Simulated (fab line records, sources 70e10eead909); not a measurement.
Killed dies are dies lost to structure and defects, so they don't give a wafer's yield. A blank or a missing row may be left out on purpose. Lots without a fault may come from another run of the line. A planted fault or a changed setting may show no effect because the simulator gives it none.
Chamber matching | flow nand_harc | NHARC_P_CONTACT_CMP_01 on cmp-03: 4 sister chambers
The step polishes SiO2, target thk 200 nm. 16 wafers are shown with their chamber, then 8 later ones without.

WAFERS WITH THEIR CHAMBER
wafer  | chamber | motor_current_A (A)
L919.4 | 1       | 12.9
L919.5 | 3       | 15.8
L919.6 | 0       | 13.0
L921.1 | 1       | 12.8
L921.4 | 0       | 13.1
L921.6 | 3       | 14.3
L924.1 | 2       | 11.7
L924.2 | 1       | 13.3
L924.6 | 2       | 11.7
L925.1 | 2       | 11.9
L925.2 | 0       | 12.5
L925.3 | 3       | 14.3
L927.1 | 3       | 14.7
L927.4 | 2       | 11.9
L927.5 | 0       | 13.2
L935.2 | 2       | 11.8

SIGNATURES (means of the wafers above)
reading         | chamber 0 | chamber 1 | chamber 2 | chamber 3 | scatter within a chamber
motor_current_A | 12.950    | 13.000    | 11.800    | 14.775    | 0.406
Rule: a wafer's distance from a chamber is the root of the sum, over the readings, of the square of ((its reading less the chamber's mean) divided by the reading's scatter). The wafer belongs to the nearest chamber; if the next one is less than 2 further off, it can't be placed. The scatter: the root of (the sum of the squares of (reading less its chamber's mean) over the shown wafers, divided by (wafers less chambers)).

WAFERS WITHOUT THEIR CHAMBER
wafer  | motor_current_A (A)
L935.4 | 12.1
L935.5 | 15.0
L937.2 | 11.8
L937.3 | 14.2
L937.6 | 13.1
L942.1 | 12.8
L942.2 | 12.1
L942.6 | 14.6

WHICH CHAMBER EACH WENT THROUGH
wafer  | from the rows above          | in truth
L935.4 | can't be placed: 2 or 0 or 1 | 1
L935.5 | 3                            | 3
L937.2 | 2                            | 2
L937.3 | can't be placed: 3 or 1 or 0 | 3
L937.6 | can't be placed: 1 or 0      | 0
L942.1 | can't be placed: 0 or 1      | 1
L942.2 | can't be placed: 2 or 0 or 1 | 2
L942.6 | 3                            | 3
Placed correctly: 3 of 8. Can't be placed from these rows: 5 (the true chamber is among the candidates in 5). Placed wrongly: 0.
